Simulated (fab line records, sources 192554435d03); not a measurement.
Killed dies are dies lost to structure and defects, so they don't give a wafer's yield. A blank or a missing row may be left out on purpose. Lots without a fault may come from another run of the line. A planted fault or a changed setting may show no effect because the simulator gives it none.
fab line records | flow n5_finfet
record lots=5 wafers=15 last_day=17
route steps=1938 shown BEOL_M3@1016 BEOL_M4@1021
lots that met no fault: from a run of the same line without faults
start_h: hours from the record's first day to the start of the lot's first wafer shown | wait_h: hours since the lot's step before | " the same as in the row above | L1.1+2: a row that stands for several wafers | - no value, or no start given | * or withheld: withheld | < > ~ a bound
route shown NAME@n: a module of which the file shows steps, and the number in the route of the first | usual: mean/standard deviation of fault-free wafers | same: alike in all rows | chamber/n: place in a boat | sites: the reading at each site | _std_site: their standard deviation | _edge_site: outer sites' mean less inner sites' | radius_mm: how far each site lies from the wafer's centre | mask NAME#n: copy n | behind: the tool/chamber that last shaped the wafer | hold: why the lot was held/for how many hours/how that ended | device: the transistor (n, p or np) that didn't switch | end of line: the same wafers' tests at the end of the route | a step without rows: its recipe alone | killed: dies lost to structure and defects at the first sort, not the wafer's yield | map: a wafer's dies, x killed, . not, _ none there
set.NAME: the setting as run; set.NAME@STEP: as run at that earlier step | model.NAME: the simulator's own value behind a step, which no gauge read
lots at some steps of the route; a table a step, a row a wafer
services: from which hour (start_h, from the record's first day; less than 0 if before it) a tool's chamber was out of use, for how many hours, and why
## steps
# step N5_BEOL_M3_CO_CAP_55
# recipe material=Co target_thk_a=20 temp_c=200 precursor=CCTBA/H2 pressure_torr=30 time_s=102.1
# usual chamber_pressure_Torr=30.00/0.068 heater_power_w=254/34 susceptor_temp_C=199.99/0.17
# columns lot.wafer tool chamber start_h wait_h chamber_pressure_Torr heater_power_w susceptor_temp_C
L074.1 cvd_co-01 0 159.91 0.0 30.03 222 200.06
L074.5 " 2 " " 30.03 240 199.66
L074.6 " 1 " " 29.99 316 199.97
L078.1 cvd_co-02 2 178.41 0.0 30.14 273 199.83
L078.2 " 1 " " 30.01 236 200.16
L078.3 " 0 " " 30.02 230 200.39
L080.2 cvd_co-01 0 190.68 0.0 30.09 228 200.02
L080.5 " 0 " " 30.11 223 199.84
L080.6 " 1 " " 30.03 318 199.96
L092.4 cvd_co-02 1 253.13 0.0 30.04 236 200.11
L092.5 " 0 " " 29.82 230 199.76
L092.6 " 2 " " 30.01 269 200.09
L094.2 cvd_co-02 0 266.07 0.0 30.08 228 199.78
L094.3 " 2 " " 30.00 270 199.99
L094.6 " 0 " " 30.00 225 199.80
# step N5_BEOL_M3_PRE_CLEAN_56
# recipe gas=NH3 time_s=15 temp_c=withheld rf_power_w=300
# columns lot.wafer tool chamber start_h wait_h
L074.1+5+6 pecvd-03 2,0,2 160.00 0.1
L078.1+2+3 pecvd-03 1,2,0 178.50 0.1
L080.2+5+6 pecvd-03 1,2,0 190.79 0.1
L092.4+5+6 pecvd-02 0,2,1 253.19 0.0
L094.2+3+6 pecvd-04 1,2,2 266.16 0.1
# step N5_BEOL_M3_DEP_57
# recipe material=SiCN target_thk_a=80 temp_c=withheld precursor=3MS/NH3 pressure_torr=3 rf_w=202 time_s=14
# usual chamber_pressure_Torr=3.000/0.0065 showerhead_plenum_p_Torr=3.657/0.0097 throttle_valve_pct=9.3/0.49
# columns lot.wafer tool chamber start_h wait_h chamber_pressure_Torr showerhead_plenum_p_Torr throttle_valve_pct
L074.1 pecvd-03 2 160.03 0.0 3.001 3.647 8.7
L074.5 " 0 " " 2.996 3.646 9.9
L074.6 " 2 " " 3.009 3.654 8.7
L078.1 pecvd-03 1 178.52 0.0 3.010 3.654 9.8
L078.2 " 2 " " 2.993 3.642 8.7
L078.3 " 0 " " 2.994 3.648 9.8
L080.2 pecvd-03 1 190.81 0.0 2.996 3.655 9.7
L080.5 " 2 " " 3.000 3.643 8.8
L080.6 " 0 " " 3.007 3.636 10.0
L092.4 pecvd-02 0 253.22 0.0 2.999 3.668 9.2
L092.5 " 2 " " 3.007 3.664 9.4
L092.6 " 1 " " 2.997 3.659 9.4
L094.2 pecvd-04 1 266.18 0.0 2.992 3.656 8.6
L094.3 " 2 " " 2.987 3.649 8.9
L094.6 " 2 " " 2.991 3.649 9.0
# step N5_BEOL_M3_RS_MEAS_58
# recipe thk_meas_gauge=four-point-probe reads=Co_of_BEOL_M3_CO_CAP_55+Cu_of_BEOL_M3_ECD_50+Co_of_BEOL_M3_CVD_47+TaN_of_BEOL_M3_ALD_84
# usual M3_RS=0.68/0.033
# columns lot.wafer tool chamber start_h wait_h M3_RS[ohm/sq]
L074.1 film_metro-02 - 160.09 0.1 0.66
L074.5 " - " " 0.64
L074.6 " - " " 0.66
L078.1 film_metro-02 - 178.59 0.0 0.70
L078.2 " - " " 0.70
L078.3 " - " " 0.71
L080.2 film_metro-02 - 190.88 0.1 0.70
L080.5 " - " " 0.71
L080.6 " - " " 0.71
L092.4 film_metro-01 - 253.28 0.0 0.64
L092.5 " - " " 0.70
L092.6 " - " " 0.67
L094.2 film_metro-02 - 266.25 0.1 0.69
L094.3 " - " " 0.68
L094.6 " - " " 0.64
# step N5_BEOL_M3_INSPECT_59
# recipe inspect_instrument=darkfield mode=post_dep
# usual raw_defect_count=68/24
# columns lot.wafer tool chamber start_h wait_h raw_defect_count
L074.1 defect_inspect-02 - 160.12 0.0 38
L074.5 " - " " 62
L074.6 " - " " 56
L078.1 defect_inspect-02 - 178.62 0.0 65
L078.2 " - " " 76
L078.3 " - " " 59
L080.2 defect_inspect-02 - 190.90 0.0 66
L080.5 " - " " 46
L080.6 " - " " 64
L092.4 defect_inspect-01 - 253.30 0.0 52
L092.5 " - " " 60
L092.6 " - " " 45
L094.2 defect_inspect-02 - 266.28 0.0 57
L094.3 " - " " 27
L094.6 " - " " 38
# step N5_BEOL_M4_ILD_DEP_00
# recipe material=SiOC target_thk_a=790 temp_c=350 precursor=DEMS/O2 pressure_torr=5 rf_w=500 time_s=15.3
# usual chamber_pressure_Torr=4.999/0.011 heater_power_w=445/78 showerhead_plenum_p_Torr=5.687/0.013 susceptor_temp_C=349.99/0.22 throttle_valve_pct=12.0/0.81
# columns lot.wafer tool chamber start_h wait_h chamber_pressure_Torr heater_power_w showerhead_plenum_p_Torr susceptor_temp_C throttle_valve_pct
L074.1 pecvd-01 2 160.16 0.0 4.994 430 5.702 349.73 10.7
L074.5 " 1 " " 4.988 355 5.669 349.96 11.7
L074.6 " 2 " " 5.002 433 5.692 349.99 10.8
L078.1 pecvd-01 2 178.65 0.0 4.994 505 5.708 350.05 10.8
L078.2 " 0 " " 4.983 439 5.697 349.73 12.9
L078.3 " 1 " " 5.010 350 5.688 350.12 11.7
L080.2 pecvd-01 1 190.94 0.0 4.991 326 5.676 350.03 11.9
L080.5 " 1 " " 4.999 339 5.678 350.30 11.8
L080.6 " 2 " " 4.993 453 5.699 349.90 10.8
L092.4 pecvd-01 1 253.35 0.1 4.998 340 5.674 349.97 11.6
L092.5 " 2 " " 5.023 481 5.696 349.93 10.6
L092.6 " 0 " " 5.005 458 5.681 349.86 12.7
L094.2 pecvd-03 1 266.31 0.0 4.982 472 5.690 349.94 13.0
L094.3 " 0 " " 5.000 493 5.672 349.91 13.2
L094.6 " 0 " " 4.985 500 5.671 350.18 13.3
# step N5_BEOL_M4_THK_MEAS_01
# recipe reads=SiOC_of_BEOL_M4_ILD_DEP_00
# usual M4_ILD_THK=79.2/0.88
# columns lot.wafer tool chamber start_h wait_h M4_ILD_THK[nm]
L074.1 film_metro-02 - 160.22 0.0 78.5
L074.5 " - " " 79.3
L074.6 " - " " 80.5
L078.1 film_metro-02 - 178.72 0.0 79.2
L078.2 " - " " 79.0
L078.3 " - " " 79.2
L080.2 film_metro-01 - 191.01 0.1 78.3
L080.5 " - " " 79.0
L080.6 " - " " 79.7
L092.4 film_metro-02 - 253.41 0.0 80.2
L092.5 " - " " 80.2
L092.6 " - " " 79.5
L094.2 film_metro-01 - 266.38 0.1 79.5
L094.3 " - " " 78.4
L094.6 " - " " 80.9
# step N5_BEOL_M4_PECVD_72
# recipe material=SiO2 target_thk_a=160 temp_c=400 precursor=TEOS/O2 pressure_torr=5.5 rf_w=450 teos_flow_sccm=53.8 gas=O2 flow_sccm=3000 time_s=18
# usual chamber_pressure_Torr=5.500/0.013 heater_power_w=686/110 showerhead_plenum_p_Torr=8.75/0.045 susceptor_temp_C=399.97/0.2 throttle_valve_pct=22.6/1.5
# columns lot.wafer tool chamber start_h wait_h chamber_pressure_Torr heater_power_w showerhead_plenum_p_Torr susceptor_temp_C throttle_valve_pct
L074.1 pecvd-02 2 160.26 0.0 5.507 876 8.80 400.45 21.8
L074.5 " 1 " " 5.501 577 8.75 399.96 22.6
L074.6 " 0 " " 5.530 682 8.79 400.36 22.5
L078.1 pecvd-03 2 178.76 0.0 5.486 617 8.68 399.83 21.4
L078.2 " 1 " " 5.496 623 8.75 399.82 24.3
L078.3 " 0 " " 5.512 682 8.70 400.35 24.5
L080.2 pecvd-02 1 191.04 0.0 5.493 638 8.76 399.87 22.5
L080.5 " 2 " " 5.514 910 8.80 399.81 21.9
L080.6 " 0 " " 5.494 785 8.75 400.54 22.6
L092.4 pecvd-03 1 253.46 0.1 5.503 598 8.73 399.90 24.2
L092.5 " 2 " " 5.483 553 8.67 400.11 19.2
L092.6 " 0 " " 5.506 713 8.69 399.67 24.6
L094.2 pecvd-02 2 266.42 0.0 5.498 940 8.79 400.17 22.2
L094.3 " 1 " " 5.490 624 8.79 399.91 22.8
L094.6 " 0 " " 5.493 788 8.75 399.88 22.8
# step N5_BEOL_M4_HM_DEP_02
# recipe material=TiN target_thk_a=200 temp_c=25 chamber_pressure_pa=0.49996
# usual susceptor_temp_C=25.01/0.11 throttle_valve_pct=30.3/1.2
# columns lot.wafer tool chamber start_h wait_h susceptor_temp_C throttle_valve_pct
L074.1 pvd_sputter-01 - 160.32 0.0 24.84 30.0
L074.5 " - " " 24.94 31.2
L074.6 " - " " 25.08 30.5
L078.1 pvd_sputter-01 - 180.34 1.6 25.03 30.8
L078.2 " - " " 25.04 30.7
L078.3 " - " " 25.12 29.8
L080.2 pvd_sputter-02 - 191.48 0.4 25.09 29.9
L080.5 " - " " 24.90 30.4
L080.6 " - " " 25.19 33.0
L092.4 pvd_sputter-01 - 254.33 0.8 25.10 29.6
L092.5 " - " " 25.04 30.9
L092.6 " - " " 25.04 30.8
L094.2 pvd_sputter-03 - 266.98 0.5 25.10 31.0
L094.3 " - " " 25.26 30.1
L094.6 " - " " 25.24 29.8
# step N5_BEOL_M4_COAT_61
# recipe resist=SOC temp_c=250 time_s=60 spin_rpm=1500 resist_thk_nm=60
# columns lot.wafer tool chamber start_h wait_h
L074.1+5+6 litho_track-03 0 160.44 0.1
L078.1+2+3 litho_track-03 0 180.47 0.1
L080.2+5+6 litho_track-05 0 191.61 0.1
L092.4+5+6 litho_track-03 0 254.45 0.1
L094.2+3+6 litho_track-02 0 267.11 0.1
# step N5_BEOL_M4_COAT_62
# recipe resist=SiARC temp_c=220 time_s=60 spin_rpm=1500 resist_thk_nm=12
# columns lot.wafer tool chamber start_h wait_h
L074.1+5+6 litho_track-03 0 - -
L078.1+2+3 litho_track-03 0 - -
L080.2+5+6 litho_track-05 0 - -
L092.4+5+6 litho_track-03 0 - -
L094.2+3+6 litho_track-02 0 - -
# step N5_BEOL_M4_COAT_73
# recipe resist=underlayer temp_c=205 time_s=60 spin_rpm=1500 resist_thk_nm=5
# columns lot.wafer tool chamber start_h wait_h
L074.1+5+6 litho_track-03 0 - -
L078.1+2+3 litho_track-03 0 - -
L080.2+5+6 litho_track-05 0 - -
L092.4+5+6 litho_track-03 0 - -
L094.2+3+6 litho_track-02 0 - -
# step N5_BEOL_M4_COAT_05
# recipe resist=CAR-EUV spin_rpm=1500 resist_thk_nm=30
# columns lot.wafer tool chamber start_h wait_h
L074.1+5+6 litho_track-03 0 - -
L078.1+2+3 litho_track-03 0 - -
L080.2+5+6 litho_track-05 0 - -
L092.4+5+6 litho_track-03 0 - -
L094.2+3+6 litho_track-02 0 - -
# step N5_BEOL_M4_EBR_07
# recipe solvent=PGMEA ebr_width_mm=1.5
# columns lot.wafer tool chamber start_h wait_h
L074.1+5+6 litho_track-03 0 - -
L078.1+2+3 litho_track-03 0 - -
L080.2+5+6 litho_track-05 0 - -
L092.4+5+6 litho_track-03 0 - -
L094.2+3+6 litho_track-02 0 - -
# step N5_BEOL_M4_SOFTBAKE_06
# recipe temp_c=110 time_s=60 resist=CAR-EUV
# columns lot.wafer tool chamber start_h wait_h
L074.1+5+6 litho_track-03 0 - -
L078.1+2+3 litho_track-03 0 - -
L080.2+5+6 litho_track-05 0 - -
L092.4+5+6 litho_track-03 0 - -
L094.2+3+6 litho_track-02 0 - -
# step N5_BEOL_M4_EXPOSE_08
# recipe mask_id=M4 na=0.33 source_shape=dipole sigma_inner=0.369 sigma_outer=0.767 polarization=unpolarized dose_mj=41.25
# usual reticle_temp_C=23.00/0.11
# columns lot.wafer tool chamber start_h wait_h mask reticle_temp_C
L074.1 euv_scanner-01 0 160.70 - M4#0 23.05
L074.5 " 0 " " M4#0 23.01
L074.6 " 0 " " M4#0 23.04
L078.1 euv_scanner-01 0 180.61 - M4#0 23.01
L078.2 " 0 " " M4#0 23.05
L078.3 " 0 " " M4#0 23.21
L080.2 euv_scanner-01 0 191.75 - M4#0 22.86
L080.5 " 0 " " M4#0 22.91
L080.6 " 0 " " M4#0 22.91
L092.4 euv_scanner-02 0 254.61 - M4#0 22.93
L092.5 " 0 " " M4#0 22.84
L092.6 " 0 " " M4#0 22.94
L094.2 euv_scanner-01 0 267.38 - M4#0 22.98
L094.3 " 0 " " M4#0 23.06
L094.6 " 0 " " M4#0 23.01
# step N5_BEOL_M4_PEB_09
# recipe peb_temp_c=100 peb_time_s=60 resist=CAR-EUV
# columns lot.wafer tool chamber start_h wait_h
L074.1+5+6 litho_track-03 0 160.77 0.1
L078.1+2+3 litho_track-05 0 180.67 0.1
L080.2+5+6 litho_track-02 0 191.81 0.1
L092.4+5+6 litho_track-05 0 254.66 0.0
L094.2+3+6 litho_track-02 0 267.43 0.1
# step N5_BEOL_M4_DEVELOP_10
# recipe develop_time_s=30 developer=TMAH resist=CAR-EUV rinse_liquid=surfactant_rinse dry=air_spin dev_temp_c=23
# same develop_time_s=30
# columns lot.wafer tool chamber start_h wait_h
L074.1+5+6 litho_track-03 0 - -
L078.1+2+3 litho_track-05 0 - -
L080.2+5+6 litho_track-02 0 - -
L092.4+5+6 litho_track-05 0 - -
L094.2+3+6 litho_track-02 0 - -
# step N5_BEOL_M4_CD_MEAS_11
# recipe target_cd_nm=16.79 landing_energy_ev=500 detector=se_inlens polarity=opening
# usual cd_nm=16.80/0.26
# columns lot.wafer tool chamber start_h wait_h cd_nm
L074.1 cd_sem-02 0 160.84 - 16.56
L074.5 " 0 " " 16.69
L074.6 " 0 " " 17.19
L078.1 cd_sem-03 0 180.74 - 16.31
L078.2 " 0 " " 17.27
L078.3 " 0 " " 16.64
L080.2 cd_sem-01 0 191.88 - 16.65
L080.5 " 0 " " 17.20
L080.6 " 0 " " 16.42
L092.4 cd_sem-01 0 254.72 - 16.81
L092.5 " 0 " " 16.63
L092.6 " 0 " " 16.65
L094.2 cd_sem-02 0 267.50 - 16.40
L094.3 " 0 " " 16.46
L094.6 " 0 " " 16.97
# step N5_BEOL_M4_OVL_MEAS_12
# recipe points_per_wafer=522
# usual M4_OVL=-0.1/0.8
# columns lot.wafer tool chamber start_h wait_h M4_OVL[nm]
L074.1 overlay-02 0 160.87 0.0 -1.3
L074.5 " 0 " " -0.5
L074.6 " 0 " " 0.0
L078.1 overlay-02 0 180.77 0.0 -1.3
L078.2 " 0 " " -1.2
L078.3 " 0 " " -1.7
L080.2 overlay-01 0 191.91 0.0 0.2
L080.5 " 0 " " 0.1
L080.6 " 0 " " 0.7
L092.4 overlay-01 0 254.77 0.0 -1.1
L092.5 " 0 " " -0.1
L092.6 " 0 " " -0.9
L094.2 overlay-02 0 267.54 0.0 -0.3
L094.3 " 0 " " 0.8
L094.6 " 0 " " -0.4
# step N5_BEOL_M4_INSPECT_13
# recipe mode=adi inspect_instrument=brightfield
# usual raw_defect_count=414/90
# columns lot.wafer tool chamber start_h wait_h raw_defect_count
L074.1 defect_inspect-02 - 160.92 0.1 469
L074.5 " - " " 468
L074.6 " - " " 384
L078.1 defect_inspect-01 - 180.83 0.1 457
L078.2 " - " " 528
L078.3 " - " " 370
L080.2 defect_inspect-02 - 191.97 0.0 443
L080.5 " - " " 292
L080.6 " - " " 419
L092.4 defect_inspect-01 - 254.81 0.0 283
L092.5 " - " " 436
L092.6 " - " " 369
L094.2 defect_inspect-02 - 267.59 0.0 456
L094.3 " - " " 355
L094.6 " - " " 247
# step N5_BEOL_M4_DESCUM_16
# recipe chemistry=O2 time_s=7 source_power_w=50 bias_power_w=20 pressure_mtorr=20 rf_frequency_hz=2.712e+07 temp_c=40 resist=CAR-EUV o2_flow_sccm=225
# usual drypump_motor_current_A=5.5/0.34 oes_product_au=0.82/0.082 rf_vpp_V=243.3/1.3 showerhead_plenum_p_Torr=2.11/0.067 throttle_valve_pct=20.4/0.32
# columns lot.wafer tool chamber start_h wait_h drypump_motor_current_A oes_product_au rf_hours_counter_h rf_vpp_V showerhead_plenum_p_Torr throttle_valve_pct
L074.1 rie_diel-03 1 160.96 0.0 5.5 0.69 232 243.2 2.08 20.5
L074.5 " 2 " " 5.6 0.91 - 244.9 2.23 20.0
L074.6 " 1 " " 5.5 0.70 - 242.0 2.08 20.5
L078.1 rie_diel-03 0 180.86 0.0 5.1 0.87 42 242.5 2.05 20.5
L078.2 " 2 " " 5.6 0.88 29 245.9 2.22 20.0
L078.3 " 3 " " 5.7 1.01 1 244.0 2.14 20.6
L080.2 rie_diel-06 3 192.00 0.0 6.5 0.71 212 243.8 2.15 20.5
L080.5 " 0 " " 5.5 0.73 - 243.3 2.08 20.3
L080.6 " 3 " " 6.5 0.70 - 244.1 2.15 20.5
L092.4 rie_diel-03 0 254.84 0.0 5.1 0.83 72 241.2 2.04 20.5
L092.5 " 0 " " 5.1 0.83 - 242.4 2.04 20.5
L092.6 " 3 " " 5.7 0.93 - 242.6 2.14 20.6
L094.2 rie_diel-04 0 267.62 0.0 5.4 0.79 95 244.4 2.21 20.8
L094.3 " 2 " " 5.7 0.82 78 242.7 2.11 19.9
L094.6 " 2 " " 5.7 0.82 - 241.8 2.11 19.9
# step N5_BEOL_M4_ETCH_74
# recipe chemistry=N2/H2 target=underlayer target_depth_a=65 mask_material=CAR-EUV time_s=5.2 ion_energy_ev=200 pressure_mtorr=30 source_w=840 bias_w=150 n2_flow_sccm=200 h2_flow_sccm=200 ends=cleared
# usual bias_w=150.0/0.47 drypump_motor_current_A=5.5/0.33 etch_rf_on_time_s=5.18/0.093 oes_product_au=0.70/0.071 rf_vpp_V=524.4/2.6 showerhead_plenum_p_Torr=2.57/0.081 throttle_valve_pct=17.8/0.33
# columns lot.wafer tool chamber start_h wait_h bias_w drypump_motor_current_A etch_rf_on_time_s oes_product_au rf_hours_counter_h rf_vpp_V showerhead_plenum_p_Torr throttle_valve_pct
L074.1 rie_diel-03 1 160.99 0.0 150.4 5.6 5.47 0.58 232 524.2 2.51 17.9
L074.5 " 2 " " 149.2 5.7 5.28 0.75 - 527.9 2.71 17.4
L074.6 " 1 " " 150.1 5.6 5.44 0.59 - 523.4 2.51 17.9
L078.1 rie_diel-03 0 180.90 0.0 149.5 5.1 5.24 0.73 42 520.5 2.48 17.8
L078.2 " 2 " " 149.8 5.7 5.28 0.76 29 529.3 2.70 17.4
L078.3 " 3 " " 149.1 5.7 5.16 0.85 1 525.6 2.61 18.0
L080.2 rie_diel-06 3 192.03 0.0 150.1 6.5 5.25 0.60 212 526.4 2.62 18.2
L080.5 " 0 " " 150.2 5.5 5.28 0.62 - 523.4 2.52 17.7
L080.6 " 3 " " 150.4 6.5 5.27 0.60 - 526.8 2.62 18.2
L092.4 rie_diel-03 0 254.88 0.0 150.4 5.1 5.17 0.72 72 523.5 2.47 17.9
L092.5 " 0 " " 149.6 5.1 5.30 0.70 - 523.0 2.47 17.9
L092.6 " 3 " " 150.0 5.7 5.18 0.78 - 524.7 2.60 18.1
L094.2 rie_diel-04 0 267.66 0.0 149.6 5.4 5.18 0.67 95 527.6 2.68 18.2
L094.3 " 2 " " 150.4 5.7 5.18 0.70 78 526.5 2.58 17.5
L094.6 " 2 " " 149.9 5.7 5.18 0.69 - 523.6 2.58 17.4
# step N5_BEOL_M4_ETCH_63
# recipe chemistry=CF4 target=SiARC target_depth_a=156 mask_material=CAR-EUV time_s=26 ion_energy_ev=80 pressure_mtorr=40 source_w=545 bias_w=36 Ar_flow_sccm=100 cf4_flow_sccm=100 ends=cleared
# usual bias_w=36.03/0.1 cf4_flow_sccm=100.03/0.29 drypump_motor_current_A=5.5/0.33 etch_rf_on_time_s=26.0/0.45 oes_product_au=0.70/0.071 rf_vpp_V=184.3/1.2 showerhead_plenum_p_Torr=2.16/0.064 throttle_valve_pct=15.55/0.28
# columns lot.wafer tool chamber start_h wait_h bias_w cf4_flow_sccm drypump_motor_current_A etch_rf_on_time_s oes_product_au rf_hours_counter_h rf_vpp_V showerhead_plenum_p_Torr throttle_valve_pct
L074.1 rie_diel-03 1 161.01 0.0 36.20 99.90 5.5 27.1 0.59 232 183.7 2.12 15.70
L074.5 " 2 " " 36.14 99.99 5.7 26.2 0.77 - 185.5 2.28 15.22
L074.6 " 1 " " 36.02 99.98 5.5 27.0 0.59 - 182.7 2.12 15.71
L078.1 rie_diel-03 0 180.91 0.0 36.11 99.75 5.0 26.0 0.75 42 183.6 2.10 15.57
L078.2 " 2 " " 35.93 100.59 5.7 26.4 0.75 29 186.2 2.28 15.23
L078.3 " 3 " " 36.15 99.43 5.7 26.0 0.86 1 184.0 2.20 15.70
L080.2 rie_diel-06 3 192.05 0.0 35.97 100.08 6.5 26.2 0.60 212 185.6 2.21 15.78
L080.5 " 0 " " 36.19 99.94 5.5 26.2 0.61 - 181.5 2.13 15.55
L080.6 " 3 " " 36.00 100.28 6.5 26.0 0.60 - 184.8 2.20 15.81
L092.4 rie_diel-03 0 254.89 0.0 36.04 100.42 5.1 26.7 0.69 72 184.2 2.09 15.67
L092.5 " 0 " " 35.90 100.37 5.1 26.7 0.70 - 182.0 2.09 15.67
L092.6 " 3 " " 35.91 99.68 5.7 26.1 0.78 - 185.0 2.19 15.74
L094.2 rie_diel-04 0 267.67 0.0 36.03 99.89 5.4 25.8 0.68 95 185.9 2.24 15.83
L094.3 " 2 " " 35.98 100.18 5.7 26.0 0.70 78 183.8 2.17 15.16
L094.6 " 2 " " 36.06 100.24 5.7 25.8 0.70 - 184.7 2.17 15.16
# step N5_BEOL_M4_ETCH_64
# recipe chemistry=N2/H2 target=SOC target_depth_a=750 overetch_a=225 mask_material=SiARC temp_c=40 time_s=121.9 ion_energy_ev=200 pressure_mtorr=30 source_w=840 bias_w=150 n2_flow_sccm=200 h2_flow_sccm=200
# usual bias_w=150.0/0.45 drypump_motor_current_A=5.5/0.33 oes_product_au=0.62/0.061 rf_vpp_V=524.5/2.4 showerhead_plenum_p_Torr=2.57/0.082 throttle_valve_pct=17.8/0.33
# columns lot.wafer tool chamber start_h wait_h bias_w drypump_motor_current_A oes_product_au rf_hours_counter_h rf_vpp_V showerhead_plenum_p_Torr throttle_valve_pct
L074.1 rie_diel-03 1 161.04 0.0 148.9 5.6 0.53 232 522.3 2.51 17.9
L074.5 " 2 " " 150.6 5.7 0.69 - 527.8 2.71 17.4
L074.6 " 1 " " 149.4 5.6 0.53 - 522.1 2.51 17.9
L078.1 rie_diel-03 0 180.94 0.0 149.6 5.0 0.67 42 521.9 2.48 17.8
L078.2 " 2 " " 149.3 5.7 0.67 29 527.3 2.70 17.4
L078.3 " 3 " " 149.9 5.7 0.76 1 524.9 2.61 18.1
L080.2 rie_diel-06 3 192.08 0.0 149.5 6.5 0.53 212 524.7 2.62 18.1
L080.5 " 0 " " 150.4 5.5 0.55 - 524.2 2.53 17.6
L080.6 " 3 " " 149.9 6.5 0.54 - 526.5 2.62 18.1
L092.4 rie_diel-03 0 254.92 0.0 150.1 5.1 0.64 72 521.1 2.47 17.8
L092.5 " 0 " " 149.7 5.1 0.63 - 521.6 2.47 17.8
L092.6 " 3 " " 150.2 5.7 0.69 - 525.8 2.60 18.1
L094.2 rie_diel-04 0 267.70 0.0 149.6 5.4 0.59 95 527.4 2.68 18.2
L094.3 " 2 " " 149.8 5.7 0.62 78 523.3 2.58 17.4
L094.6 " 2 " " 149.9 5.7 0.62 - 523.7 2.58 17.4
# step N5_BEOL_M4_STRIP_65
# recipe chemistry=N2/H2 temp_c=40 n2_flow_sccm=200 h2_flow_sccm=200 rf_frequency_hz=6e+07
# columns lot.wafer tool chamber start_h wait_h
L074.1+5+6 rie_diel-03 1,2,1 161.15 0.1
L078.1+2+3 rie_diel-03 0,2,3 181.05 0.1
L080.2+5+6 rie_diel-06 3,0,3 192.19 0.1
L092.4+5+6 rie_diel-03 0,0,3 255.03 0.1
L094.2+3+6 rie_diel-04 0,2,2 267.82 0.1
# step N5_BEOL_M4_STRIP_75
# recipe chemistry=N2/H2 temp_c=40 n2_flow_sccm=200 h2_flow_sccm=200 rf_frequency_hz=6e+07
# columns lot.wafer tool chamber start_h wait_h
L074.1+5+6 rie_diel-03 1,2,1 161.16 0.0
L078.1+2+3 rie_diel-03 0,2,3 181.06 0.0
L080.2+5+6 rie_diel-06 3,0,3 192.20 0.0
L092.4+5+6 rie_diel-03 0,0,3 255.04 0.0
L094.2+3+6 rie_diel-04 0,2,2 267.83 0.0
# step N5_BEOL_M4_STRIP_66
# recipe chemistry=CF4 resist=SiARC power_w=300 bias_power_w=75 pressure_mtorr=50 cf4_flow_sccm=150 rf_frequency_hz=6e+07
# usual cf4_flow_sccm=150.0/0.44 drypump_motor_current_A=5.5/0.33 oes_product_au=0.81/0.079 rf_vpp_V=271.5/1.4 showerhead_plenum_p_Torr=1.81/0.053 throttle_valve_pct=13.51/0.28
# columns lot.wafer tool chamber start_h wait_h cf4_flow_sccm drypump_motor_current_A oes_product_au rf_hours_counter_h rf_vpp_V showerhead_plenum_p_Torr throttle_valve_pct
L074.1 rie_diel-03 1 161.17 0.0 150.0 5.6 0.69 232 270.0 1.77 13.70
L074.5 " 2 " " 150.0 5.7 0.90 - 273.3 1.91 13.17
L074.6 " 1 " " 150.6 5.6 0.69 - 269.9 1.77 13.71
L078.1 rie_diel-03 0 181.07 0.0 149.9 5.1 0.86 42 269.8 1.76 13.54
L078.2 " 2 " " 149.4 5.7 0.88 29 271.6 1.91 13.21
L078.3 " 3 " " 150.7 5.7 0.98 1 271.9 1.84 13.62
L080.2 rie_diel-06 3 192.21 0.0 149.9 6.5 0.70 212 272.1 1.85 13.79
L080.5 " 0 " " 149.7 5.5 0.72 - 271.5 1.79 13.58
L080.6 " 3 " " 149.8 6.5 0.71 - 271.8 1.85 13.80
L092.4 rie_diel-03 0 255.05 0.0 148.8 5.1 0.82 72 272.1 1.75 13.61
L092.5 " 0 " " 149.2 5.1 0.82 - 269.9 1.75 13.61
L092.6 " 3 " " 149.6 5.6 0.91 - 271.8 1.83 13.69
L094.2 rie_diel-04 0 267.84 0.0 150.4 5.4 0.77 95 271.6 1.87 13.77
L094.3 " 2 " " 149.5 5.7 0.81 78 272.3 1.81 13.13
L094.6 " 2 " " 150.1 5.7 0.80 - 271.6 1.81 13.13
# step N5_BEOL_M4_HM_OPEN_17
# recipe chemistry=Cl2/BCl3 target_depth_a=200 overetch_a=60 target=TiN mask_material=SOC ion_energy_ev=150 pressure_mtorr=10 icp_w=1000 bias_w=126 Cl2_flow_sccm=53.25 bcl3_flow_sccm=21.75 Ar_flow_sccm=25
# usual bias_w=126.0/0.35 drypump_motor_current_A=5.8/0.54 oes_product_au=0.68/0.1 throttle_valve_pct=21.97/0.19
# columns lot.wafer tool chamber start_h wait_h bias_w drypump_motor_current_A oes_product_au rf_hours_counter_h throttle_valve_pct
L074.1 rie_metal-02 0 161.22 0.0 125.9 4.8 0.69 38 21.97
L074.5 " 0 " " 126.3 4.8 0.69 - 21.97
L074.6 " 1 " " 125.8 6.0 0.80 - 21.95
L078.1 rie_metal-01 1 181.11 0.0 126.5 5.2 0.69 33 21.78
L078.2 " 0 " " 126.2 6.5 0.56 97 22.08
L078.3 " 0 " " 126.7 6.5 0.56 - 22.08
L080.2 rie_metal-02 1 192.25 0.0 126.0 6.0 0.76 6 21.97
L080.5 " 0 " " 126.3 4.8 0.67 - 22.00
L080.6 " 1 " " 126.0 6.0 0.77 - 22.00
L092.4 rie_metal-01 1 255.19 0.1 126.1 5.2 0.66 - 21.81
L092.5 " 1 " " 125.9 5.2 0.67 - 21.82
L092.6 " 1 " " 126.6 5.2 0.66 - 21.83
L094.2 rie_metal-03 1 267.88 0.0 125.8 6.2 0.77 10 22.20
L094.3 " 0 " " 125.9 5.5 0.78 - 21.60
L094.6 " 0 " " 125.8 5.5 0.78 - 21.61
## services
# columns tool chamber start_h hours kind
pvd_sputter-03 - 136.10 4.4 repair
cvd_co-01 - 136.95 16.5 repair
pecvd-02 - 137.13 1.7 repair
euv_scanner-01 - 153.15 1.0 pm
euv_scanner-01 - 162.59 5.8 pm
rie_metal-01 1 162.67 5.4 repair
euv_scanner-02 - 170.28 1.0 pm
euv_scanner-02 - 182.12 12.0 pm
pecvd-04 - 200.20 0.3 repair
rie_metal-02 - 205.59 28.1 pm
cvd_co-01 - 206.43 0.5 repair
euv_scanner-01 - 209.30 1.0 pm
rie_diel-06 3 226.21 11.0 repair
euv_scanner-02 - 226.43 1.0 pm
rie_metal-03 - 230.48 1.4 pm
rie_metal-02 - 233.69 2.8 pm
pecvd-01 2 234.74 4.8 repair
rie_metal-02 0 249.11 16.4 repair
rie_metal-01 0 249.94 7.1 repair
euv_scanner-01 - 250.49 5.0 repair
pecvd-02 0 253.33 6.3 repair
pecvd-04 0 254.36 4.9 repair
euv_scanner-01 - 258.99 4.6 pm
euv_scanner-01 - 265.45 1.0 pm
## key
fault none
